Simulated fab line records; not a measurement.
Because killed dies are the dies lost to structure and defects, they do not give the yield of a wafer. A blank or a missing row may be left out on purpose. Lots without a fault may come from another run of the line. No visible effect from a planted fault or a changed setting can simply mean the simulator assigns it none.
fab line records    flow n5-finfet
record: lots: 7  wafers: 21
route steps=1938 shown BEOL_M4@1021 BEOL_M5@1120 BEOL_M6@1221 BEOL_M8@1357 BEOL_M9@1418
start-h: hours from the record's opening day to when the first of the lot's shown wafers began    wait-h: how many hours have passed since the lot's step before this one    " the same as in the row above    L1.1+2: a single row standing in for several wafers    - no value, or no start was given    * or withheld: withheld    < > ~ a bound
route shown NAME@n: a module of which the file shows steps, and the number in the route of the first    usual: mean and standard deviation over wafers with no fault    same: alike in all rows    chamber/n: place in a boat    sites: readings site by site    _std_site: the values' standard deviation    _edge_site: the outer-site mean with the inner-site mean subtracted    radius-mm: how far each site lies from the wafer's centre    mask NAME#n: copy n    behind: the tool/chamber that last shaped the wafer    hold: the reason the lot was held/the length of the hold in hours/how it ended    device: the transistor (n, p or np) that didn't switch    end of line: the tests these same wafers got at the end of their route    where a step has no rows: the recipe by itself    killed: not the wafer's yield, but the dies lost to structure and defects at the first sort    map: the dies of a wafer, with x for killed, . for not killed, _ for no die there
set.NAME: the run value of the setting; set.NAME@STEP: its run value at that earlier step    model.NAME: the simulator's own value behind a step, which no gauge read
lots with deliberately changed settings; one table per step, one row per wafer
== steps ==
step: N5_BEOL_M4_ILD_DEP_00
recipe: material: SiOC  target-thk-a: 790  temp-c: 350  precursor: DEMS/O2  pressure-torr: 5  rf-w: 500  time-s: 15.3
lot.wafer  tool      chamber  start-h  wait-h  set.time-s  model.SiOC_of_BEOL_M4_ILD_DEP_00.thk-nm
L074.1     pecvd-04  2        156.54   0.0     16.99       86.8
L074.5     "         1        "        "       15.3        81
L074.6     "         2        "        "       16.99       88.2
L079.2     pecvd-03  0        183.00   0.0     14.1        71.8
L079.3     "         1        "        "       14.1        72.2
L079.5     "         1        "        "       14.1        73.2
L082.1     pecvd-03  2        201.94   0.0     16.4        83.8
L082.2+3   "         0,1      "        "       15.3        77
L084.2     pecvd-04  0        219.64   0.0     15.3        78.8
L084.3     "         1        "        "       15.3        80.4
L084.5     "         1        "        "       15.3        79.8
L086.1     pecvd-04  0        240.10   0.0     17.3        87.2
L086.2     "         1        "        "       15.3        78.6
L086.6     "         0        "        "       17.3        87.6
L091.1     pecvd-01  2        257.65   0.0     15.3        78.6
L091.3     "         0        "        "       15.3        78.2
L091.5     "         2        "        "       15.3        80
L095.1     pecvd-03  1        278.93   0.0     15.3        78.6
L095.2     "         0        "        "       15.3        79
L095.4     "         1        "        "       15.3        80.2
step: N5_BEOL_M4_THK_MEAS_01
recipe: reads: SiOC_of_BEOL_M4_ILD_DEP_00
usual: M4_ILD_THK: 78.7/0.98
lot.wafer  tool           chamber  start-h  wait-h  set.time-s@BEOL_M4_ILD_DEP_00  M4_ILD_THK[nm]
L074.1     film-metro-02  -        156.60   0.0     16.99                          86.9
L074.5     "              -        "        "       15.3                           81.0
L074.6     "              -        "        "       16.99                          88.1
L079.2     film-metro-01  -        183.07   0.1     14.1                           71.7
L079.3     "              -        "        "       14.1                           72.1
L079.5     "              -        "        "       14.1                           73.3
L082.1     film-metro-02  -        202.00   0.0     16.4                           83.7
L082.2     "              -        "        "       15.3                           77.0
L082.3     "              -        "        "       15.3                           77.1
L084.2     film-metro-01  -        219.73   0.1     15.3                           78.7
L084.3     "              -        "        "       15.3                           80.3
L084.5     "              -        "        "       15.3                           79.8
L086.1     film-metro-02  -        240.17   0.0     17.3                           87.2
L086.2     "              -        "        "       15.3                           78.5
L086.6     "              -        "        "       17.3                           87.5
L091.1     film-metro-01  -        257.74   0.1     15.3                           78.5
L091.3     "              -        "        "       15.3                           78.1
L091.5     "              -        "        "       15.3                           79.9
L095.1     film-metro-02  -        279.00   0.0     15.3                           78.6
L095.2     "              -        "        "       15.3                           79.0
L095.4     "              -        "        "       15.3                           80.2
step: N5_BEOL_M4_COAT_05
recipe: resist: CAR-EUV  spin-rpm: 1500  resist-thk-nm: 30
lot.wafer  tool            chamber  start-h  wait-h  set.spin-rpm  model.CAR-EUV_of_BEOL_M4_COAT_05.thk-nm
L074.1+6   litho-track-03  0        -        -       1569          29.2
L074.5     "               0        "        "       1500          29.8
L079.2+3   litho-track-03  0        -        -       1500          29.8
L079.5     "               0        "        "       1587          29
L082.1     litho-track-02  0        -        -       1613          29
L082.2     "               0        "        "       1500          30
L082.3     "               0        "        "       1500          30.2
L084.2+3   litho-track-04  0        -        -       1500          29.8
L084.5     "               0        "        "       1383          31.2
L086.1+6   litho-track-03  0        -        -       1500          30
L086.2     "               0        "        "       1379          31.4
L091.1     litho-track-04  0        -        -       1500          29.8
L091.3     "               0        "        "       1387          31
L091.5     "               0        "        "       1500          30
L095.1+2   litho-track-04  0        -        -       1500          30
L095.4     "               0        "        "       1500          30.2
step: N5_BEOL_M4_EBR_07
recipe: solvent: PGMEA  ebr-width-mm: 1.5
step: N5_BEOL_M4_SOFTBAKE_06
recipe: temp-c: 110  time-s: 60  resist: CAR-EUV
step: N5_BEOL_M4_DESCUM_16
recipe: chemistry: O2  time-s: 7  source-power-w: 50  bias-power-w: 20  pressure-mtorr: 20  rf-frequency-hz: 2.712e+07  temp-c: 40  resist: CAR-EUV  o2-flow-sccm: 225
lot.wafer  tool         chamber  start-h  wait-h  set.spin-rpm@BEOL_M4_COAT_05  model.CAR-EUV_of_BEOL_M4_COAT_05.thk-nm
L074.1+6   rie-diel-03  2        158.57   0.2     1569                          25.2
L074.5     "            3        "        "       1500                          25.8
L079.2+3   rie-diel-05  0,1      184.76   0.4     1500                          26
L079.5     "            0        "        "       1587                          25.2
L082.1     rie-diel-04  0        204.06   0.1     1613                          25.2
L082.2     "            1        "        "       1500                          26
L082.3     "            2        "        "       1500                          26.2
L084.2+3   rie-diel-05  0,2      220.80   0.0     1500                          26
L084.5     "            0        "        "       1383                          27.2
L086.1+6   rie-diel-03  0        241.12   0.0     1500                          26
L086.2     "            3        "        "       1379                          27.4
L091.1     rie-diel-04  2        261.60   0.1     1500                          25.8
L091.3     "            0        "        "       1387                          27.2
L091.5     "            0        "        "       1500                          26
L095.1+2   rie-diel-03  0,2      280.66   0.0     1500                          26
L095.4     "            1        "        "       1500                          26.2
step: N5_BEOL_M4_COAT_67
recipe: resist: SOC  temp-c: 250  time-s: 60  spin-rpm: 1500  resist-thk-nm: 60
lot.wafer  tool            chamber  start-h  wait-h  set.spin-rpm  model.SOC_of_BEOL_M4_COAT_67.thk-nm
L074.1+5   litho-track-04  0        159.04   0.0     1500          60.2
L074.6     "               0        "        "       1565          58.8
L079.2     litho-track-02  0        185.23   0.0     1500          59.8
L079.3+5   "               0        "        "       1392          62.4
L082.1     litho-track-02  0        204.53   0.0     1500          60
L082.2+3   "               0        "        "       1500          60.2
L084.2+3   litho-track-02  0        221.27   0.0     1500          60.2
L084.5     "               0        "        "       1500          60.6
L086.1+2   litho-track-02  0        241.59   0.0     1500          60.4
L086.6     "               0        "        "       1500          60.2
L091.1+3   litho-track-03  0        262.09   0.0     1500          59.8
L091.5     "               0        "        "       1397          62
L095.1+2   litho-track-02  0        281.13   0.0     1500          60.2
L095.4     "               0        "        "       1500          60.4
step: N5_BEOL_M4_EXPOSE_25
recipe: mask-id: V3  na: 0.33  source-shape: quasar  sigma-inner: 0.2  sigma-outer: 0.8  polarization: unpolarized  defocus-nm: 5  dose-mj: 63
lot.wafer   tool            chamber  start-h  wait-h  mask  set.dose-mj
L074.1+6    euv-scanner-02  0        159.18   -       V3#0  65.59
L074.5      "               0        "        "       V3#0  63
L079.2+3    euv-scanner-02  0        185.38   -       V3#0  59.88
L079.5      "               0        "        "       V3#0  63
L082.1+2+3  euv-scanner-01  0        204.68   -       V3#0  63
L084.2+3+5  euv-scanner-02  0        221.54   -       V3#0  63
L086.1+2+6  euv-scanner-01  0        241.73   -       V3#0  63
L091.1      euv-scanner-01  0        262.35   -       V3#0  65.78
L091.3+5    "               0        "        "       V3#0  63
L095.1+2+4  euv-scanner-01  0        281.27   -       V3#0  63
step: N5_BEOL_M4_PEB_26
recipe: peb-temp-c: 100  peb-time-s: 60  resist: CAR-EUV
step: N5_BEOL_M4_DEVELOP_27
recipe: develop-time-s: 30  developer: TMAH  resist: CAR-EUV  rinse-liquid: surfactant-rinse  dry: air-spin  dev-temp-c: 23
step: N5_BEOL_M4_ALD_98
recipe: material: SiO2  target-thk-a: 25  temp-c: 100  ald-precursor-family: BDEAS  ald-co-reactant: O2-plasma  pulse-time-s: 1  co-reactant-pulse-time-s: 1  purge-time-s: 2  co-reactant-purge-time-s: 2  ald-cycles: 17  pressure-torr: 2
step: N5_BEOL_M4_ETCHBACK_99
recipe: chemistry: CHF3  target: SiO2  target-depth-a: 50  time-s: 10.4  source-w: 215  bias-w: 47  Ar_flow_sccm: 200  CHF3_flow_sccm: 12  ion-energy-ev: 100  pressure-mtorr: 30
step: N5_BEOL_M4_ETCH_70
recipe: chemistry: N2/H2  target: SOC  target-depth-a: 800  overetch-a: 240  mask-material: SiARC  temp-c: 40  time-s: 130  ion-energy-ev: 200  pressure-mtorr: 30  source-w: 840  bias-w: 150  n2-flow-sccm: 200  h2-flow-sccm: 200
lot.wafer  tool         chamber  start-h  wait-h  set.spin-rpm@BEOL_M4_COAT_67  model.etch.depth-nm
L074.1     rie-diel-04  0        161.97   0.0     1500                          60.22
L074.5     "            1        "        "       1500                          60.1
L074.6     "            2        "        "       1565                          58.78
L079.2     rie-diel-04  0        186.75   0.0     1500                          59.84
L079.3     "            2        "        "       1392                          62.38
L079.5     "            1        "        "       1392                          62.36
L082.1     rie-diel-03  2        207.31   0.0     1500                          60.09
L082.2     "            0        "        "       1500                          60.17
L082.3     "            1        "        "       1500                          60.14
L084.2     rie-diel-05  0        224.84   0.0     1500                          60.29
L084.3     "            1        "        "       1500                          60.19
L084.5     "            0        "        "       1500                          60.52
L086.1     rie-diel-04  1        245.29   0.0     1500                          60.42
L086.2     "            2        "        "       1500                          60.38
L086.6     "            1        "        "       1500                          60.27
L091.1     rie-diel-03  2        264.21   0.0     1500                          59.8
L091.3     "            1        "        "       1500                          59.73
L091.5     "            3        "        "       1397                          62.02
L095.1     rie-diel-03  3        291.17   0.0     1500                          60.14
L095.2     "            0        "        "       1500                          60.2
L095.4     "            2        "        "       1500                          60.39
step: N5_BEOL_M5_COAT_05
recipe: resist: CAR-EUV  spin-rpm: 1500  resist-thk-nm: 30
lot.wafer   tool            chamber  start-h  wait-h  set.spin-rpm  model.CAR-EUV_of_BEOL_M5_COAT_05.thk-nm
L074.1+6    litho-track-01  0        -        -       1641          28.8
L074.5      "               0        "        "       1500          30
L079.2      litho-track-01  0        -        -       1450          30.4
L079.3      "               0        "        "       1500          30
L079.5      "               0        "        "       1450          30.6
L082.1+2    litho-track-02  0        -        -       1666          28.4
L082.3      "               0        "        "       1500          30
L084.2+5    litho-track-05  0        -        -       1613          29
L084.3      "               0        "        "       1500          30
L086.1+6    litho-track-01  0        -        -       1500          30
L086.2      "               0        "        "       1380          31.2
L091.1      litho-track-05  0        -        -       1500          30
L091.3      "               0        "        "       1381          31.4
L091.5      "               0        "        "       1381          31.2
L095.1+2+4  litho-track-05  0        -        -       1500          30
step: N5_BEOL_M5_EBR_07
recipe: solvent: PGMEA  ebr-width-mm: 1.5
step: N5_BEOL_M5_SOFTBAKE_06
recipe: temp-c: 110  time-s: 60  resist: CAR-EUV
step: N5_BEOL_M5_EXPOSE_08
recipe: mask-id: M5  na: 0.33  source-shape: annular  sigma-inner: 0.4  sigma-outer: 0.8  polarization: unpolarized  target-cd-nm: 28  dose-mj: 35.75
step: N5_BEOL_M5_PEB_09
recipe: peb-temp-c: 100  peb-time-s: 60  resist: CAR-EUV
step: N5_BEOL_M5_DEVELOP_10
recipe: develop-time-s: 30  developer: TMAH  resist: CAR-EUV  rinse-liquid: surfactant-rinse  dry: air-spin  dev-temp-c: 23
lot.wafer   tool            chamber  start-h  wait-h  set.spin-rpm@BEOL_M5_COAT_05  model.CAR-EUV_of_BEOL_M5_COAT_05.thk-nm
L074.1+6    litho-track-02  0        -        -       1641                          28.2
L074.5      "               0        "        "       1500                          29.6
L079.2+5    litho-track-05  0        -        -       1450                          30
L079.3      "               0        "        "       1500                          29.6
L082.1+2    litho-track-05  0        -        -       1666                          28
L082.3      "               0        "        "       1500                          29.6
L084.2+5    litho-track-02  0        -        -       1613                          28.6
L084.3      "               0        "        "       1500                          29.6
L086.1+6    litho-track-02  0        -        -       1500                          29.6
L086.2      "               0        "        "       1380                          30.8
L091.1      litho-track-02  0        -        -       1500                          29.6
L091.3      "               0        "        "       1381                          31
L091.5      "               0        "        "       1381                          30.8
L095.1+2+4  litho-track-02  0        -        -       1500                          29.6
step: N5_BEOL_M6_COAT_22
recipe: resist: CAR-EUV  spin-rpm: 1500  resist-thk-nm: 30
lot.wafer   tool            chamber  start-h  wait-h  set.spin-rpm  model.CAR-EUV_of_BEOL_M6_COAT_22.thk-nm
L074.1      litho-track-03  0        -        -       1592          29.2
L074.5      "               0        "        "       1592          29
L074.6      "               0        "        "       1500          29.8
L079.2      litho-track-01  0        -        -       1500          30
L079.3+5    "               0        "        "       1435          30.6
L082.1+3    litho-track-04  0        -        -       1434          30.6
L082.2      "               0        "        "       1500          30
L084.2      litho-track-01  0        -        -       1339          31.8
L084.3      "               0        "        "       1339          32
L084.5      "               0        "        "       1500          30
L086.1+2+6  litho-track-01  0        -        -       1500          30
L091.1+5    litho-track-01  0        -        -       1500          29.8
L091.3      "               0        "        "       1421          30.6
L095.1+2+4  litho-track-03  0        -        -       1500          30
step: N5_BEOL_M6_EBR_24
recipe: solvent: PGMEA  ebr-width-mm: 1.5
step: N5_BEOL_M6_SOFTBAKE_23
recipe: temp-c: 110  time-s: 60  resist: CAR-EUV
step: N5_BEOL_M6_EXPOSE_25
recipe: mask-id: V5  na: 0.33  source-shape: annular  sigma-inner: 0.4  sigma-outer: 0.8  polarization: unpolarized  target-cd-nm: 40  dose-mj: 45
step: N5_BEOL_M6_PEB_26
recipe: peb-temp-c: 100  peb-time-s: 60  resist: CAR-EUV
step: N5_BEOL_M6_DEVELOP_27
recipe: develop-time-s: 30  developer: TMAH  resist: CAR-EUV  rinse-liquid: surfactant-rinse  dry: air-spin  dev-temp-c: 23
lot.wafer  tool            chamber  start-h  wait-h  set.spin-rpm@BEOL_M6_COAT_22  model.CAR-EUV_of_BEOL_M6_COAT_22.thk-nm
L074.1     litho-track-03  0        -        -       1592                          28.8
L074.5     "               0        "        "       1592                          28.6
L074.6     "               0        "        "       1500                          29.4
L079.2     litho-track-04  0        -        -       1500                          29.6
L079.3+5   "               0        "        "       1435                          30.2
L082.1     litho-track-03  0        -        -       1434                          30
L082.2     "               0        "        "       1500                          29.6
L082.3     "               0        "        "       1434                          30.2
L084.2+3   litho-track-04  0        -        -       1339                          31.4
L084.5     "               0        "        "       1500                          29.6
L086.1+6   litho-track-01  0        -        -       1500                          29.6
L086.2     "               0        "        "       1500                          29.4
L091.1+5   litho-track-01  0        -        -       1500                          29.4
L091.3     "               0        "        "       1421                          30.2
L095.1     litho-track-04  0        -        -       1500                          29.4
L095.2+4   "               0        "        "       1500                          29.6
step: N5_BEOL_M6_ETCH_66
recipe: chemistry: N2/H2  target: SOC  target-depth-a: 800  overetch-a: 160  mask-material: SiARC  temp-c: 40  time-s: 120  ion-energy-ev: 200  pressure-mtorr: 30  source-w: 840  bias-w: 150  n2-flow-sccm: 200  h2-flow-sccm: 200
usual: rf-vpp-V: 523.7/1.8
lot.wafer  tool         chamber  start-h  wait-h  set.bias-w  rf-vpp-V
L074.1     rie-diel-05  1        184.41   0.0     150         525.4
L074.5     "            3        "        "       174.4       575.8
L074.6     "            2        "        "       174.4       576.1
L079.2     rie-diel-03  1        209.11   0.0     150         524.8
L079.3     "            3        "        "       150         524.6
L079.5     "            3        "        "       150         524.5
L082.1     rie-diel-03  0        227.10   0.0     150         522.8
L082.2     "            3        "        "       132.2       483.7
L082.3     "            1        "        "       150         524.5
L084.2     rie-diel-03  0        245.83   0.0     150         522.2
L084.3     "            2        "        "       150         525.9
L084.5     "            2        "        "       150         526.3
L086.1     rie-diel-04  1        266.85   0.0     127.9       471.9
L086.2     "            2        "        "       150         522.8
L086.6     "            1        "        "       150         523.0
L091.1     rie-diel-03  3        288.72   0.0     150         526.8
L091.3     "            2        "        "       138.6       500.0
L091.5     "            3        "        "       138.6       499.7
L095.1     rie-diel-04  0        312.29   0.0     150         524.4
L095.2     "            3        "        "       150         525.8
L095.4     "            2        "        "       150         522.2
step: N5_BEOL_M8_COAT_64
recipe: resist: SiARC  temp-c: 220  time-s: 60  spin-rpm: 1500  resist-thk-nm: 12
lot.wafer   tool            chamber  start-h  wait-h  set.spin-rpm  model.SiARC_of_BEOL_M8_COAT_64.thk-nm
L074.1      litho-track-04  0        -        -       1651          11.4
L074.5+6    "               0        "        "       1500          12
L079.2+5    litho-track-04  0        -        -       1500          12
L079.3      "               0        "        "       1618          11.6
L082.1+3    litho-track-05  0        -        -       1500          12
L082.2      "               0        "        "       1544          11.8
L084.2      litho-track-04  0        -        -       1448          12.2
L084.3+5    "               0        "        "       1500          12
L086.1      litho-track-04  0        -        -       1416          12.4
L086.2+6    "               0        "        "       1500          12
L091.1      litho-track-04  0        -        -       1500          12
L091.3+5    "               0        "        "       1403          12.4
L095.1+2+4  litho-track-01  0        -        -       1500          12
step: N5_BEOL_M8_COAT_71
recipe: resist: underlayer  temp-c: 205  time-s: 60  spin-rpm: 1500  resist-thk-nm: 5
lot.wafer   tool            chamber  start-h  wait-h  set.temp-c
L074.1+6    litho-track-04  0        -        -       209.1
L074.5      "               0        "        "       205
L079.2      litho-track-04  0        -        -       205
L079.3+5    "               0        "        "       200.3
L082.1+2    litho-track-05  0        -        -       197.2
L082.3      "               0        "        "       205
L084.2+5    litho-track-04  0        -        -       205
L084.3      "               0        "        "       208.1
L086.1+2+6  litho-track-04  0        -        -       205
L091.1+3    litho-track-04  0        -        -       205
L091.5      "               0        "        "       213
L095.1+2+4  litho-track-01  0        -        -       205
step: N5_BEOL_M8_COAT_22
recipe: resist: CAR-EUV  spin-rpm: 1500  resist-thk-nm: 30
step: N5_BEOL_M8_EBR_24
recipe: solvent: PGMEA  ebr-width-mm: 1.5
step: N5_BEOL_M8_DESCUM_33
recipe: chemistry: O2  time-s: 7  source-power-w: 50  bias-power-w: 20  pressure-mtorr: 20  rf-frequency-hz: 2.712e+07  temp-c: 40  resist: CAR-EUV  o2-flow-sccm: 225
step: N5_BEOL_M8_ETCH_72
recipe: chemistry: N2/H2  target: underlayer  target-depth-a: 65  mask-material: CAR-EUV  time-s: 5.2  ion-energy-ev: 200  pressure-mtorr: 30  source-w: 840  bias-w: 150  n2-flow-sccm: 200  h2-flow-sccm: 200  ends: cleared
step: N5_BEOL_M8_ETCH_65
recipe: chemistry: CF4  target: SiARC  target-depth-a: 156  mask-material: CAR-EUV  time-s: 26  ion-energy-ev: 80  pressure-mtorr: 40  source-w: 545  bias-w: 36  Ar_flow_sccm: 100  cf4-flow-sccm: 100  ends: cleared
lot.wafer  tool         chamber  start-h  wait-h  set.spin-rpm@BEOL_M8_COAT_64  model.etch.depth-nm
L074.1     rie-diel-05  1        201.43   0.0     1651                          11.41
L074.5     "            0        "        "       1500                          12.03
L074.6     "            3        "        "       1500                          11.99
L079.2     rie-diel-03  3        223.01   0.0     1500                          12.03
L079.3     "            1        "        "       1618                          11.61
L079.5     "            3        "        "       1500                          11.97
L082.1     rie-diel-03  1        241.43   0.0     1500                          12.04
L082.2     "            0        "        "       1544                          11.89
L082.3     "            3        "        "       1500                          12.09
L084.2     rie-diel-05  1        263.91   0.0     1448                          12.25
L084.3     "            0        "        "       1500                          12.02
L084.5     "            2        "        "       1500                          12
L086.1     rie-diel-04  3        285.26   0.0     1416                          12.36
L086.2     "            2        "        "       1500                          11.99
L086.6     "            2        "        "       1500                          12.04
L091.1     rie-diel-04  2        300.63   0.0     1500                          12.01
L091.3     "            3        "        "       1403                          12.44
L091.5     "            1        "        "       1403                          12.42
L095.1+4   rie-diel-04  0,2      332.82   0.0     1500                          12.05
L095.2     "            1        "        "       1500                          12
step: N5_BEOL_M9_ETCH_61
recipe: chemistry: CF4  target: SiARC  target-depth-a: 390  mask-material: CAR-ArF  time-s: 65  ion-energy-ev: 80  pressure-mtorr: 40  source-w: 545  bias-w: 36  Ar_flow_sccm: 100  cf4-flow-sccm: 100  ends: cleared
usual: etch-rf-on-time-s: 63.9/2.2  rf-vpp-V: 184.5/0.97
lot.wafer  tool         chamber  start-h  wait-h  set.source-w  etch-rf-on-time-s  rf-vpp-V
L074.1     rie-diel-02  1        207.79   0.0     640.2         57.2               173.3
L074.5     "            3        "        "       640.2         57.9               173.7
L074.6     "            1        "        "       640.2         57.6               172.7
L079.2     rie-diel-06  2        227.68   0.0     545           62.5               183.6
L079.3     "            0        "        "       629           54.6               174.5
L079.5     "            1        "        "       545           63.6               184.4
L082.1     rie-diel-06  1        246.48   0.0     545           63.2               183.5
L082.2     "            0        "        "       545           61.7               184.2
L082.3     "            2        "        "       545           63.0               184.8
L084.2     rie-diel-02  1        270.19   0.0     465.8         76.2               194.0
L084.3     "            0        "        "       545           67.3               183.2
L084.5     "            2        "        "       545           65.7               183.7
L086.1     rie-diel-06  2        289.90   0.0     545           60.9               185.2
L086.2     "            1        "        "       545           62.9               183.9
L086.6     "            1        "        "       545           63.1               184.2
L091.1     rie-diel-06  2        305.82   0.0     629.8         54.2               175.2
L091.3     "            0        "        "       545           61.5               185.6
L091.5     "            2        "        "       629.8         54.1               175.4
L095.1     rie-diel-06  3        342.36   0.0     545           62.6               185.5
L095.2     "            2        "        "       545           63.0               185.5
L095.4     "            1        "        "       545           62.9               184.8
== key ==
split: step: N5_BEOL_M4_ILD_DEP_00  setting: time-s  stated: 15.3  by: wafer
response: step: N5_BEOL_M4_ILD_DEP_00  reading: model.SiOC_of_BEOL_M4_ILD_DEP_00.thk-nm  change: +0.684  per: 1%  r: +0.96
response: step: N5_BEOL_M4_THK_MEAS_01  reading: M4_ILD_THK  change: +0.683  per: 1%  r: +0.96
split: step: N5_BEOL_M4_COAT_05  setting: spin-rpm  stated: 1500  by: wafer
response: step: N5_BEOL_M4_COAT_05  reading: model.CAR-EUV_of_BEOL_M4_COAT_05.thk-nm  change: -0.157  per: 1%  r: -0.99
response: step: N5_BEOL_M4_DESCUM_16  reading: model.CAR-EUV_of_BEOL_M4_COAT_05.thk-nm  change: -0.152  per: 1%  r: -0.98
split: step: N5_BEOL_M4_COAT_67  setting: spin-rpm  stated: 1500  by: wafer
response: step: N5_BEOL_M4_COAT_67  reading: model.SOC_of_BEOL_M4_COAT_67.thk-nm  change: -0.339  per: 1%  r: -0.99
response: step: N5_BEOL_M4_ETCH_70  reading: model.etch.depth-nm  change: -0.337  per: 1%  r: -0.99
split: step: N5_BEOL_M4_EXPOSE_25  setting: dose-mj  stated: 63  by: wafer
response none clear
split: step: N5_BEOL_M5_COAT_05  setting: spin-rpm  stated: 1500  by: wafer
response: step: N5_BEOL_M5_COAT_05  reading: model.CAR-EUV_of_BEOL_M5_COAT_05.thk-nm  change: -0.143  per: 1%  r: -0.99
response: step: N5_BEOL_M5_DEVELOP_10  reading: model.CAR-EUV_of_BEOL_M5_COAT_05.thk-nm  change: -0.147  per: 1%  r: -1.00
split: step: N5_BEOL_M6_COAT_22  setting: spin-rpm  stated: 1500  by: wafer
response: step: N5_BEOL_M6_COAT_22  reading: model.CAR-EUV_of_BEOL_M6_COAT_22.thk-nm  change: -0.156  per: 1%  r: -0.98
response: step: N5_BEOL_M6_DEVELOP_27  reading: model.CAR-EUV_of_BEOL_M6_COAT_22.thk-nm  change: -0.149  per: 1%  r: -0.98
split: step: N5_BEOL_M6_ETCH_66  setting: bias-w  stated: 150  by: wafer
response: step: N5_BEOL_M6_ETCH_66  reading: rf-vpp-V  change: +3.31  per: 1%  r: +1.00
split: step: N5_BEOL_M8_COAT_64  setting: spin-rpm  stated: 1500  by: wafer
response: step: N5_BEOL_M8_COAT_64  reading: model.SiARC_of_BEOL_M8_COAT_64.thk-nm  change: -0.0595  per: 1%  r: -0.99
response: step: N5_BEOL_M8_ETCH_65  reading: model.etch.depth-nm  change: -0.0586  per: 1%  r: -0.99
split: step: N5_BEOL_M8_COAT_71  setting: temp-c  stated: 205  by: wafer
response none clear
split: step: N5_BEOL_M9_ETCH_61  setting: source-w  stated: 545  by: wafer
response: step: N5_BEOL_M9_ETCH_61  reading: etch-rf-on-time-s  change: *  per: 1%  r: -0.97
response: step: N5_BEOL_M9_ETCH_61  reading: rf-vpp-V  change: -0.665  per: 1%  r: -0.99
